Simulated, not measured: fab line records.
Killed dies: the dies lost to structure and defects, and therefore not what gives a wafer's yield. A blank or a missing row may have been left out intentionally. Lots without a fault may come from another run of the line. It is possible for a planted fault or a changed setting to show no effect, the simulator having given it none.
Which tool did it? | flow nand_harc | 11 lots, 33 wafers sampled, at 5 steps of a route of 1302

## WHAT THE GAUGES READ, wafer by wafer
NHARC_END_SORT_01. Usual: killed_at_array 62, standard deviation 15; killed_at_other 0.8, standard deviation 1; killed_at_periphery 3.7, standard deviation 2.6; killed_dies 66, standard deviation 15; killed_open 3.1, standard deviation 1.8; killed_short 2.6, standard deviation 1.7.
lot  | measured     | on        | killed_at_array | killed_at_other | killed_at_periphery | killed_dies | killed_open | killed_short | flag
L863 | day 24 13:38 | prober-01 | 55 70 58        | 0 2 1           | 4 8 5               | 59 80 64    | 2 2 3       | 5 2 3        |
L864 | day 24 05:52 | prober-01 | 61 62 62        | 0 0 0           | 1 2 1               | 62 64 63    | 6 5 2       | 1 2 4        |
L865 | day 24 23:14 | prober-02 | 84 67 76        | 2 3 1           | 6 3 3               | 92 73 80    | 1 2 4       | 1 1 4        |
L867 | day 26 00:17 | prober-01 | 89 95 76        | 0 0 0           | 6 1 2               | 95 96 78    | 3 7 3       | 2 2 3        |
L869 | day 28 01:52 | prober-02 | 79 87 72        | 0 1 1           | 5 0 2               | 84 88 75    | 5 6 3       | 3 2 0        |
L878 | day 30 19:26 | prober-01 | 673 672 43      | 3 4 3           | 1 1 3               | 677 677 49  | 0 0 4       | 1 3 3        | OFF
L877 | day 31 13:26 | prober-01 | 71 670 60       | 1 0 0           | 5 7 3               | 77 677 63   | 3 1 5       | 4 3 2        | OFF
L879 | day 30 17:49 | prober-02 | 61 55 51        | 1 0 1           | 5 7 7               | 67 62 59    | 7 5 5       | 5 3 5        |
L883 | day 32 03:32 | prober-01 | 56 81 87        | 3 2 0           | 3 4 6               | 62 87 93    | 2 6 2       | 0 4 6        |
L882 | day 33 08:45 | prober-02 | 83 73 70        | 0 0 0           | 5 4 13              | 88 77 83    | 7 3 2       | 3 2 4        |
L885 | day 33 07:13 | prober-01 | 40 58 44        | 4 0 1           | 7 5 5               | 51 63 50    | 2 2 2       | 5 8 1        |

## TOOL THAT RAN EACH LOT (tool first, then ch and the chambers of the sampled wafers, then the start)
lot  | NHARC_A_CHANNEL_HOLE_D1_ETCH_38    | NHARC_A_CHANNEL_HOLE_D1_ETCH_16    | NHARC_A_CHANNEL_HOLE_D1_ETCH_20  | NHARC_A_CHANNEL_HOLE_D1_ETCH_25
L863 | rie_diel-05 ch 0,3, day 8 11:53    | rie_diel-05 ch 0,1,3, day 8 12:22  | har_etch-02 ch 0,1, day 8 13:04  | har_etch-02 ch 0,1, day 8 15:50
L864 | rie_diel-08 ch 1,2,3, day 8 17:44  | rie_diel-08 ch 0,1, day 8 18:28    | har_etch-02 ch 0,1, day 8 19:14  | har_etch-02 ch 0,1, day 8 22:01
L865 | rie_diel-08 ch 1,2,3, day 9 09:53  | rie_diel-08 ch 0,1,3, day 9 10:19  | har_etch-02 ch 0,1, day 9 11:08  | har_etch-02 ch 0,1, day 9 13:59
L867 | rie_diel-08 ch 1,2,3, day 9 21:13  | rie_diel-08 ch 1,2, day 9 21:40    | har_etch-02 ch 0,1, day 9 22:29  | har_etch-02 ch 0,1, day 10 01:21
L869 | rie_diel-08 ch 0,3, day 11 02:50   | rie_diel-08 ch 0,1,3, day 11 03:23 | har_etch-01 ch 0,1, day 11 04:12 | har_etch-01 ch 0,1, day 11 07:16
L878 | rie_diel-08 ch 0,1, day 14 20:01   | rie_diel-08 ch 0,1, day 14 21:11   | har_etch-02 ch 0,1, day 14 22:10 | har_etch-02 ch 0,1, day 15 01:08
L877 | rie_diel-08 ch 0,1, day 14 20:29   | rie_diel-08 ch 0,1,2, day 14 21:50 | har_etch-01 ch 0,1, day 14 22:41 | har_etch-01 ch 0,1, day 15 01:34
L879 | rie_diel-05 ch 1,3, day 15 04:23   | rie_diel-05 ch 0,1,3, day 15 04:56 | har_etch-01 ch 0,1, day 15 05:38 | har_etch-01 ch 0,1, day 15 08:31
L883 | rie_diel-05 ch 2,3, day 16 16:24   | rie_diel-05 ch 0,1,3, day 16 16:57 | har_etch-01 ch 0,1, day 16 17:37 | har_etch-01 ch 0,1, day 16 20:23
L882 | rie_diel-04 ch 0,1,2, day 16 16:51 | rie_diel-04 ch 0,1, day 16 17:22   | har_etch-02 ch 0,1, day 16 18:14 | har_etch-02 ch 0,1, day 16 21:14
L885 | rie_diel-05 ch 2,3, day 17 10:20   | rie_diel-05 ch 0,1, day 17 10:49   | har_etch-02 ch 0,1, day 17 15:22 | har_etch-02 ch 0,1, day 17 18:14
- NHARC_A_CHANNEL_HOLE_D1_ETCH_38: etches the open film in CF4, target depth 39 nm, time 65 s.
- NHARC_A_CHANNEL_HOLE_D1_ETCH_16: etches the open film in O2/COS, target depth 3100 nm, time 806 s.
- NHARC_A_CHANNEL_HOLE_D1_ETCH_20: etches the open film in C4F8/O2/Ar, time 361.9 s, target depth 1600 nm.
- NHARC_A_CHANNEL_HOLE_D1_ETCH_25: etches the open film in C4F8/O2/Ar, time 1040.2 s, target depth 1500 nm.

## WHAT THE TOOLS THEMSELVES READ (means of the sampled wafers that have a number; where no wafer has one, the mark that the record gives instead)
NHARC_A_CHANNEL_HOLE_D1_ETCH_38. Usual: drypump_motor_current_A 5.9 A, standard deviation 0.42; oes_product_au 0.996 a.u., standard deviation 0.0088; rf_vpp_V 150.9 V, standard deviation 1.3; run_length_s 86.4 s, standard deviation 0.39; showerhead_plenum_p_Torr 1.74 Torr, standard deviation 0.076; throttle_valve_pct 13.284 %, standard deviation 0.0097.
lot  | tool        | drypump_motor_current_A (A) | oes_product_au (a.u.) | rf_vpp_V (V) | run_length_s (s) | showerhead_plenum_p_Torr (Torr) | throttle_valve_pct (%) | flag
L863 | rie_diel-05 | 6.0                         | 1.002                 | 149.1        | 86.6             | 1.69                            | 13.282                 |
L864 | rie_diel-08 | 6.0                         | 1.012                 | 152.0        | 86.3             | 1.79                            | 13.294                 |
L865 | rie_diel-08 | 6.0                         | 0.992                 | 151.6        | 86.2             | 1.79                            | 13.283                 |
L867 | rie_diel-08 | 6.1                         | 0.988                 | 151.9        | 86.4             | 1.79                            | 13.284                 |
L869 | rie_diel-08 | 5.8                         | 0.990                 | 150.9        | 86.2             | 1.74                            | 13.272                 |
L878 | rie_diel-08 | 6.0                         | 0.987                 | 149.4        | 86.6             | 1.69                            | 13.289                 |
L877 | rie_diel-08 | 5.7                         | 0.992                 | 149.9        | 86.6             | 1.68                            | 13.281                 |
L879 | rie_diel-05 | 5.5                         | 1.007                 | 150.5        | 86.4             | 1.69                            | 13.283                 |
L883 | rie_diel-05 | 6.0                         | 0.991                 | 151.5        | 86.8             | 1.76                            | 13.299                 |
L882 | rie_diel-04 | 5.9                         | 1.002                 | 152.1        | 86.4             | 1.77                            | 13.282                 |
L885 | rie_diel-05 | 6.1                         | 0.997                 | 151.6        | 86.5             | 1.76                            | 13.284                 |

NHARC_A_CHANNEL_HOLE_D1_ETCH_16. Usual: drypump_motor_current_A 5.9 A, standard deviation 0.41; oes_product_au 0.995 a.u., standard deviation 0.0093; rf_vpp_V 313.2 V, standard deviation 2.1; run_length_s 827.4 s, standard deviation 0.42; showerhead_plenum_p_Torr 3.06 Torr, standard deviation 0.13; throttle_valve_pct 28.331 %, standard deviation 0.0097.
lot  | tool        | drypump_motor_current_A (A) | oes_product_au (a.u.) | rf_vpp_V (V) | run_length_s (s) | showerhead_plenum_p_Torr (Torr) | throttle_valve_pct (%) | flag
L863 | rie_diel-05 | 5.9                         | 0.998                 | 311.4        | 827.5            | 2.99                            | 28.335                 |
L864 | rie_diel-08 | 5.7                         | 1.005                 | 312.7        | 827.6            | 2.96                            | 28.322                 |
L865 | rie_diel-08 | 6.0                         | 0.995                 | 312.9        | 827.5            | 3.10                            | 28.337                 |
L867 | rie_diel-08 | 6.0                         | 0.987                 | 312.6        | 827.7            | 3.05                            | 28.330                 |
L869 | rie_diel-08 | 6.0                         | 0.993                 | 313.5        | 827.3            | 3.09                            | 28.331                 |
L878 | rie_diel-08 | 5.7                         | 1.000                 | 311.5        | 668.7            | 2.96                            | 28.319                 | OFF
L877 | rie_diel-08 | 5.8                         | 0.981                 | 312.7        | 747.9            | 3.01                            | 28.338                 | OFF
L879 | rie_diel-05 | 5.9                         | 1.005                 | 311.8        | 827.5            | 2.97                            | 28.330                 |
L883 | rie_diel-05 | 5.9                         | 0.995                 | 312.1        | 827.4            | 2.96                            | 28.329                 |
L882 | rie_diel-04 | 6.3                         | 1.013                 | 315.2        | 827.1            | 3.17                            | 28.336                 |
L885 | rie_diel-05 | 6.2                         | 1.003                 | 312.3        | 827.6            | 2.96                            | 28.330                 |

NHARC_A_CHANNEL_HOLE_D1_ETCH_20. Usual: drypump_motor_current_A 5.3 A, standard deviation 0.47; showerhead_plenum_p_Torr 3.70 Torr, standard deviation 0.067; throttle_valve_pct 32.155 %, standard deviation 0.0097.
lot  | tool        | drypump_motor_current_A (A) | showerhead_plenum_p_Torr (Torr) | throttle_valve_pct (%) | flag
L863 | har_etch-02 | 4.9                         | 3.70                            | 32.152                 |
L864 | har_etch-02 | 4.9                         | 3.70                            | 32.156                 |
L865 | har_etch-02 | 4.9                         | 3.69                            | 32.150                 |
L867 | har_etch-02 | 4.9                         | 3.69                            | 32.156                 |
L869 | har_etch-01 | 5.9                         | 3.71                            | 32.152                 |
L878 | har_etch-02 | 5.0                         | 3.69                            | 32.159                 |
L877 | har_etch-01 | 5.8                         | 3.68                            | 32.151                 |
L879 | har_etch-01 | 5.8                         | 3.67                            | 32.157                 |
L883 | har_etch-01 | 6.0                         | 3.65                            | 32.152                 |
L882 | har_etch-02 | 4.9                         | 3.64                            | 32.163                 |
L885 | har_etch-02 | 5.0                         | 3.78                            | 32.165                 |

NHARC_A_CHANNEL_HOLE_D1_ETCH_25. Usual: drypump_motor_current_A 5.3 A, standard deviation 0.47; showerhead_plenum_p_Torr 3.69 Torr, standard deviation 0.066; throttle_valve_pct 32.236 %, standard deviation 0.0093.
lot  | tool        | drypump_motor_current_A (A) | showerhead_plenum_p_Torr (Torr) | throttle_valve_pct (%) | flag
L863 | har_etch-02 | 4.9                         | 3.70                            | 32.240                 |
L864 | har_etch-02 | 4.9                         | 3.69                            | 32.233                 |
L865 | har_etch-02 | 4.9                         | 3.69                            | 32.234                 |
L867 | har_etch-02 | 4.9                         | 3.68                            | 32.237                 |
L869 | har_etch-01 | 5.8                         | 3.70                            | 32.244                 |
L878 | har_etch-02 | 5.0                         | 3.68                            | 32.235                 |
L877 | har_etch-01 | 5.8                         | 3.67                            | 32.236                 |
L879 | har_etch-01 | 5.8                         | 3.67                            | 32.233                 |
L883 | har_etch-01 | 6.0                         | 3.65                            | 32.245                 |
L882 | har_etch-02 | 4.9                         | 3.63                            | 32.234                 |
L885 | har_etch-02 | 5.0                         | 3.78                            | 32.242                 |

## THE ANSWER, worked out from the rows above alone
Rule: a lot is off if the mean of its wafers that have a number lies more than 3 standard deviations from the usual mean. A lot without any number at a reading at which 4 lots or more have one is off too. Any other lot the step has rows for is counted as sound. Order of review: gauges by route order, followed by the tools' own readings, for which a lot's mean as printed above is used. The first step at which some lot is off is used, and at that step the reading that is off furthest; a lot without a number counts as furthest.
Off: L878, L877 (NHARC_END_SORT_01, killed_dies).
If a tool, at a process step before that reading, ran all the lots that are off and no sound lot after the first of them, it fits. Not tried: the gauges at NHARC_END_SORT_01; whatever is off there is also off at NHARC_A_CHANNEL_HOLE_D1_ETCH_16, on other tools, and gauge error can't account for it. One candidate fits, namely rie_diel-08 at NHARC_A_CHANNEL_HOLE_D1_ETCH_38 and NHARC_A_CHANNEL_HOLE_D1_ETCH_16. At NHARC_A_CHANNEL_HOLE_D1_ETCH_38 its last sound lot is L869 (day 11 02:50), its first lot that is off L878 (day 14 20:01): a fault that began between those two fits.

## WHAT WAS PUT IN BY THE SIMULATOR
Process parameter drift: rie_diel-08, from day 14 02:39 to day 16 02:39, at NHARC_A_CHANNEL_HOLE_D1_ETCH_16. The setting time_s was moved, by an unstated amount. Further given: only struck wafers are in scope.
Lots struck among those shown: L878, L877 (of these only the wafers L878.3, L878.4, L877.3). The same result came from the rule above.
